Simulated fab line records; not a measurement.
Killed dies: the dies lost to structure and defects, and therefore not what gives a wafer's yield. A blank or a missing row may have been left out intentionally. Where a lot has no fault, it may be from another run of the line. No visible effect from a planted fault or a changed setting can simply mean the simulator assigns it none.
Which tool was responsible?	flow n5Finfet	24 lots with 72 wafers sampled at 6 steps, on a route of 1938 steps

## WHAT THE GAUGES SHOWED, per wafer
N5_BEOL_M11_OVL_MEAS_29. Usual: V10_OVL typically reads 0.2 nm, with standard deviation 0.61.
lot	measured	on	V10_OVL (nm)	flag
L074	day 9 18:47	overlay-01	-0.2 -0.4 -0.6	
L075	day 10 11:14	overlay-01	0.8 0.2 0.6	
L077	day 10 16:28	overlay-02	-1.2 0.4 0.2	
L076	day 10 19:56	overlay-01	-0.2 -0.1 0.0	
L078	day 11 03:29	overlay-02	-0.5 -0.3 -0.5	
L080	day 11 14:10	overlay-02	0.1 -0.1 -0.1	
L079	day 11 14:20	overlay-02	0.8 0.3 -1.1	
L081	day 11 17:52	overlay-02	0.5 0.6 0.0	
L082	day 12 08:47	overlay-01	0.7 0.5 -0.3	
L083	day 12 10:54	overlay-01	-0.4 2.4 0.8	
L084	day 12 14:55	overlay-01	0.5 0.4 -0.7	
L085	day 12 20:55	overlay-02	0.4 0.1 0.7	
L086	day 13 18:26	overlay-01	0.1 1.0 -0.1	
L087	day 13 18:37	overlay-01	1.1 0.2 0.4	
L088	day 14 00:44	overlay-02	-0.9 0.1 -0.2	
L089	day 14 02:23	overlay-02	0.3 0.6 1.8	
L090	day 14 07:31	overlay-02	-0.4 0.1 0.5	
L092	day 15 00:15	overlay-02	0.4 0.1 0.3	
L094	day 15 00:05	overlay-01	-0.7 -1.1 -0.6	
L093	day 15 03:00	overlay-02	-0.2 -0.5 -0.5	
L091	day 15 09:31	overlay-02	0.1 0.4 1.4	
L095	day 15 23:34	overlay-02	0.5 0.6 0.4	
L096	day 16 09:47	overlay-02	0.6 -0.1 1.3	
L097	day 16 13:56	overlay-02	0.5 1.6 1.2	

N5_BEOL_M12_CD_MEAS_17: target cd 140 nm. Usual: cdNm reads 139.6 nm (standard deviation 2.2).
lot	measured	on	cdNm (nm)	flag
L074	day 9 23:05	cdSem-02	139.1 141.0 140.9	
L075	day 10 17:38	cdSem-02	138.8 140.7 139.3	
L077	day 10 21:59	cdSem-02	139.0 140.3 141.3	
L076	day 11 00:04	cdSem-03	138.7 140.3 139.9	
L078	day 11 08:35	cdSem-02	137.7 139.5 138.1	
L080	day 11 20:22	cdSem-01	145.4 142.5 142.9	
L079	day 11 20:39	cdSem-03	138.8 134.5 136.0	
L081	day 11 22:47	cdSem-01	141.4 139.3 138.2	
L082	day 12 14:25	cdSem-02	142.1 141.1 140.1	
L083	day 12 15:54	cdSem-02	141.1 138.7 137.3	
L084	day 12 19:01	cdSem-01	140.1 139.8 138.3	
L085	day 13 00:54	cdSem-03	137.4 138.7 136.8	
L086	day 13 22:46	cdSem-03	140.8 143.8 143.9	
L087	day 13 23:09	cdSem-03	141.2 135.9 140.7	
L088	day 14 06:43	cdSem-03	139.8 140.7 138.1	
L089	day 14 07:46	cdSem-01	137.7 138.5 141.1	
L090	day 14 12:17	cdSem-02	140.9 138.7 138.7	
L092	day 15 04:48	cdSem-03	136.6 136.8 137.3	
L094	day 15 04:34	cdSem-02	145.1 140.5 145.6	
L093	day 15 07:50	cdSem-01	137.1 138.6 139.0	
L091	day 15 13:57	cdSem-01	138.9 138.8 137.0	
L095	day 16 03:50	cdSem-02	138.9 139.3 142.3	
L096	day 16 14:19	cdSem-03	136.8 138.7 138.7	
L097	day 16 18:11	cdSem-01	144.1 141.7 140.6	

N5_BEOL_M12_INSPECT_30: inspects for defects (macro). Usual: rawDefectCount reads 1.8 (standard deviation 1.4).
lot	measured	on	rawDefectCount	flag
L074	day 9 23:28	defectInspect-02	5 3 1	
L075	day 10 18:01	defectInspect-01	1 4 0	
L077	day 10 22:22	defectInspect-02	1 3 0	
L076	day 11 00:27	defectInspect-01	0 2 2	
L078	day 11 08:58	defectInspect-01	0 3 2	
L080	day 11 20:45	defectInspect-01	2 0 1	
L079	day 11 21:09	defectInspect-02	2 3 0	
L081	day 11 23:10	defectInspect-02	3 1 5	
L082	day 12 14:55	defectInspect-01	4 3 0	
L083	day 12 16:24	defectInspect-02	3 1 1	
L084	day 12 19:31	defectInspect-02	1 0 2	
L085	day 13 01:17	defectInspect-02	1 1 1	
L086	day 13 23:16	defectInspect-01	4 1 1	
L087	day 13 23:40	defectInspect-02	3 2 0	
L088	day 14 07:13	defectInspect-01	3 4 0	
L089	day 14 08:08	defectInspect-01	1 3 0	
L090	day 14 12:47	defectInspect-01	3 2 3	
L092	day 15 05:19	defectInspect-01	0 1 2	
L094	day 15 04:56	defectInspect-01	1 0 3	
L093	day 15 08:13	defectInspect-02	1 2 0	
L091	day 15 14:20	defectInspect-01	3 1 2	
L095	day 16 04:13	defectInspect-02	2 2 3	
L096	day 16 14:49	defectInspect-02	0 0 1	
L097	day 16 18:34	defectInspect-02	3 3 4	

## EACH LOT AND THE TOOL THAT RAN IT (in order: tool; ch and the chambers of the sampled wafers; start)
lot	N5_BEOL_M11_STRIP_67	N5_BEOL_M11_SPUTTER_48	N5_BEOL_M12_VIA_ETCH_16
L074	rieDiel-03 ch 1,2,3, day 9 18:07	pvdSputter-02, day 9 20:41	rieDiel-06 ch 1,2,3, day 9 22:40
L075	rieDiel-03 ch 1,2,3, day 10 10:38	pvdSputter-01, day 10 15:34	rieDiel-01 ch 0,1,2, day 10 17:14
L077	rieDiel-04 ch 0,2,3, day 10 15:39	pvdSputter-03, day 10 19:58	rieDiel-06 ch 0,1,3, day 10 21:34
L076	rieDiel-04 ch 1,2,3, day 10 17:56	pvdSputter-03, day 10 21:52	rieDiel-02 ch 0,1,2, day 10 23:40
L078	rieDiel-05 ch 0,2, day 11 02:49	pvdSputter-03, day 11 05:53	rieDiel-06 ch 0,2,3, day 11 08:10
L080	rieDiel-03 ch 0,3, day 11 11:47	pvdSputter-03, day 11 18:20	rieDiel-02 ch 0,3, day 11 19:58
L079	rieDiel-04 ch 0,2, day 11 12:50	pvdSputter-03, day 11 18:25	rieDiel-06 ch 0,3, day 11 20:14
L081	rieDiel-05 ch 0,1,3, day 11 15:53	pvdSputter-03, day 11 20:29	rieDiel-06 ch 0,1,3, day 11 22:22
L082	rieDiel-04 ch 0,2, day 12 08:02	pvdSputter-03, day 12 11:55	rieDiel-02 ch 0,3, day 12 13:55
L083	rieDiel-03 ch 0,1,3, day 12 09:52	pvdSputter-03, day 12 13:09	rieDiel-06 ch 0,1,2, day 12 15:29
L084	rieDiel-04 ch 0,2,3, day 12 13:01	pvdSputter-03, day 12 16:49	rieDiel-01 ch 0,2,3, day 12 18:36
L085	rieDiel-04 ch 0,1, day 12 20:04	pvdSputter-03, day 12 22:38	rieDiel-01 ch 0,1,3, day 13 00:29
L086	rieDiel-05 ch 0,2,3, day 13 17:39	pvdSputter-02, day 13 20:33	rieDiel-06 ch 0,1,3, day 13 22:20
L087	rieDiel-05 ch 0,1, day 13 17:54	pvdSputter-03, day 13 20:40	rieDiel-01 ch 0,1,3, day 13 22:44
L088	rieDiel-04 ch 1,2, day 13 23:32	pvdSputter-02, day 14 04:33	rieDiel-01 ch 2,3, day 14 06:19
L089	rieDiel-05 ch 1,2,3, day 14 01:36	pvdSputter-01, day 14 05:29	rieDiel-02 ch 0,1,3, day 14 07:26
L090	rieDiel-05 ch 0,1, day 14 06:02	pvdSputter-03, day 14 09:38	rieDiel-01 ch 0,2,3, day 14 11:52
L092	rieDiel-03 ch 1,2, day 14 20:42	pvdSputter-03, day 15 02:39	rieDiel-06 ch 2,3, day 15 04:24
L094	rieDiel-05 ch 0,1, day 14 20:52	pvdSputter-03, day 15 02:19	rieDiel-02 ch 1,2, day 15 04:10
L093	rieDiel-03 ch 0,3, day 15 01:37	pvdSputter-03, day 15 05:17	rieDiel-01 ch 0,3, day 15 07:25
L091	rieDiel-03 ch 0,3, day 15 08:25	pvdSputter-03, day 15 11:55	rieDiel-01 ch 1,3, day 15 13:32
L095	rieDiel-04 ch 0,1, day 15 21:57	pvdSputter-01, day 16 01:33	rieDiel-01 ch 0,1,3, day 16 03:26
L096	rieDiel-03 ch 1,3, day 16 07:55	pvdSputter-02, day 16 12:06	rieDiel-01 ch 0,2,3, day 16 13:55
L097	rieDiel-04 ch 2,3, day 16 11:50	pvdSputter-02, day 16 15:53	rieDiel-02 ch 0,3, day 16 17:47
- N5_BEOL_M11_STRIP_67: strips in CF4.
- N5_BEOL_M11_SPUTTER_48: material Cu, target thk 12 nm, time 2 s.
- N5_BEOL_M12_VIA_ETCH_16: etches SiOC in C4F8/O2/Ar, target depth 724.8 nm.

## WHAT THE TOOLS THEMSELVES READ (means of the sampled wafers that have a number; where no wafer has one, the mark that the record gives instead)
N5_BEOL_M11_STRIP_67. Usual: drypumpMotorCurrentA 5.6 A, standard deviation 0.52; oesProductAu 0.82 a.u., standard deviation 0.097; rfVppV 270.9 V, standard deviation 1.7; showerheadPlenumPTorr 1.79 Torr, standard deviation 0.06; throttleValvePct 13.4 %, standard deviation 0.31.
lot	tool	drypumpMotorCurrentA (A)	oesProductAu (a.u.)	rfVppV (V)	showerheadPlenumPTorr (Torr)	throttleValvePct (%)	flag
L074	rieDiel-03	5.6	0.84	272.8	1.83	13.5	
L075	rieDiel-03	5.6	0.83	273.1	1.83	13.5	
L077	rieDiel-04	5.8	0.72	270.5	1.74	13.8	
L076	rieDiel-04	5.8	0.72	270.0	1.75	13.8	
L078	rieDiel-05	5.6	0.79	272.2	1.82	13.3	
L080	rieDiel-03	5.5	0.91	269.7	1.76	13.4	
L079	rieDiel-04	5.9	0.69	269.8	1.75	13.9	
L081	rieDiel-05	5.4	0.91	272.2	1.82	13.0	
L082	rieDiel-04	5.9	0.68	270.2	1.75	13.9	
L083	rieDiel-03	5.4	0.87	271.3	1.81	13.5	
L084	rieDiel-04	5.8	0.71	269.7	1.74	13.8	
L085	rieDiel-04	5.1	0.69	268.6	1.70	13.6	
L086	rieDiel-05	5.4	0.90	271.1	1.80	13.0	
L087	rieDiel-05	5.6	0.87	272.6	1.83	13.1	
L088	rieDiel-04	5.4	0.80	269.9	1.73	13.6	
L089	rieDiel-05	5.5	0.92	271.8	1.82	13.0	
L090	rieDiel-05	5.7	0.89	272.9	1.86	13.0	
L092	rieDiel-03	6.0	0.76	273.2	1.85	13.7	
L094	rieDiel-05	5.7	0.88	272.4	1.86	13.1	
L093	rieDiel-03	5.5	0.87	270.5	1.76	13.5	
L091	rieDiel-03	5.5	0.87	268.8	1.76	13.4	
L095	rieDiel-04	5.1	0.87	272.0	1.83	13.3	
L096	rieDiel-03	5.1	0.82	272.4	1.84	13.7	
L097	rieDiel-04	6.2	0.79	270.4	1.74	13.7	

N5_BEOL_M11_SPUTTER_48. Usual: chuckSensorTempC -15.8 C, standard deviation 0.32; throttleValvePct 30.1 %, standard deviation 1.2.
lot	tool	chuckSensorTempC (C)	throttleValvePct (%)	flag
L074	pvdSputter-02	-15.9	29.2	
L075	pvdSputter-01	-16.1	28.5	
L077	pvdSputter-03	-15.8	30.7	
L076	pvdSputter-03	-15.9	30.1	
L078	pvdSputter-03	-15.9	30.1	
L080	pvdSputter-03	-15.8	29.4	
L079	pvdSputter-03	-15.8	30.6	
L081	pvdSputter-03	-16.0	30.2	
L082	pvdSputter-03	-15.9	29.9	
L083	pvdSputter-03	-15.6	30.8	
L084	pvdSputter-03	-15.9	30.3	
L085	pvdSputter-03	-15.7	30.8	
L086	pvdSputter-02	-15.7	29.4	
L087	pvdSputter-03	-15.5	31.5	
L088	pvdSputter-02	-15.8	29.4	
L089	pvdSputter-01	-16.1	28.5	
L090	pvdSputter-03	-15.5	30.8	
L092	pvdSputter-03	-15.9	30.7	
L094	pvdSputter-03	-15.9	30.1	
L093	pvdSputter-03	-15.6	29.8	
L091	pvdSputter-03	-15.7	30.8	
L095	pvdSputter-01	-15.8	28.5	
L096	pvdSputter-02	-15.7	29.3	
L097	pvdSputter-02	-15.8	29.7	

N5_BEOL_M12_VIA_ETCH_16. Usual: for biasW, 699.9 W with a standard deviation of 2.1; for drypumpMotorCurrentA, 5.7 A with a standard deviation of 0.52; for heInnerTorr, 14.99 Torr with a standard deviation of 0.03; for oesProductAu, 0.74 a.u. with a standard deviation of 0.056; for rfVppV, 666 V with a standard deviation of 3.8; for showerheadPlenumPTorr, 3.44 Torr with a standard deviation of 0.14; for throttleValvePct, 24.14 % with a standard deviation of 0.13.
lot	tool	biasW (W)	drypumpMotorCurrentA (A)	heInnerTorr (Torr)	oesProductAu (a.u.)	rfVppV (V)	showerheadPlenumPTorr (Torr)	throttleValvePct (%)	flag
L074	rieDiel-06	697.5	5.8	14.97	0.76	666	3.49	24.21	
L075	rieDiel-01	697.7	5.9	14.95	0.68	663	3.32	24.23	
L077	rieDiel-06	698.6	5.7	15.02	0.75	668	3.48	24.16	
L076	rieDiel-02	697.4	5.7	14.98	0.73	668	3.49	23.95	
L078	rieDiel-06	700.5	5.3	14.99	0.77	671	3.59	24.20	
L080	rieDiel-02	701.3	5.5	15.00	0.72	666	3.41	24.08	
L079	rieDiel-06	701.0	5.2	15.02	0.76	671	3.59	24.14	
L081	rieDiel-06	700.7	5.7	15.01	0.73	668	3.48	24.18	
L082	rieDiel-02	699.5	5.1	14.99	0.71	664	3.34	24.17	
L083	rieDiel-06	699.5	5.8	15.02	0.74	668	3.49	24.25	
L084	rieDiel-01	700.7	6.1	15.01	0.78	666	3.42	24.10	
L085	rieDiel-01	701.5	5.7	15.02	0.82	666	3.43	24.12	
L086	rieDiel-06	699.6	5.7	14.98	0.72	668	3.47	24.19	
L087	rieDiel-01	699.3	5.7	15.01	0.80	666	3.43	24.13	
L088	rieDiel-01	700.3	5.9	15.05	0.73	663	3.31	24.15	
L089	rieDiel-02	700.9	5.4	15.02	0.70	666	3.38	24.07	
L090	rieDiel-01	697.8	6.1	14.98	0.76	667	3.42	24.13	
L092	rieDiel-06	700.5	5.4	15.00	0.73	669	3.58	24.31	
L094	rieDiel-02	700.7	5.7	15.00	0.70	668	3.46	23.93	
L093	rieDiel-01	700.8	6.0	14.97	0.77	668	3.52	24.18	
L091	rieDiel-01	701.7	5.6	14.98	0.74	663	3.31	24.18	
L095	rieDiel-01	698.6	5.7	14.99	0.77	665	3.42	24.14	
L096	rieDiel-01	700.9	6.1	14.99	0.74	665	3.41	24.15	
L097	rieDiel-02	697.9	5.1	14.98	0.68	663	3.33	24.22	

## THE ANSWER, worked out from the rows above alone
Rule: a lot counts as off when the mean over its wafers that have a number is more than 3 standard deviations away from the usual mean. Also off: a lot with no number at a reading for which 4 or more lots have one. Any other lot the step has rows for is counted as sound. The gauges are gone through in route order, then the tools' own readings, and for those a lot's mean is taken as printed above. At the first step where some lot is off, the reading lying furthest off is the one used; lots without a number count as furthest.
Across all readings shown, no lot is off: no conclusion can be drawn from this.

## WHAT THE SIMULATOR HAD PUT IN
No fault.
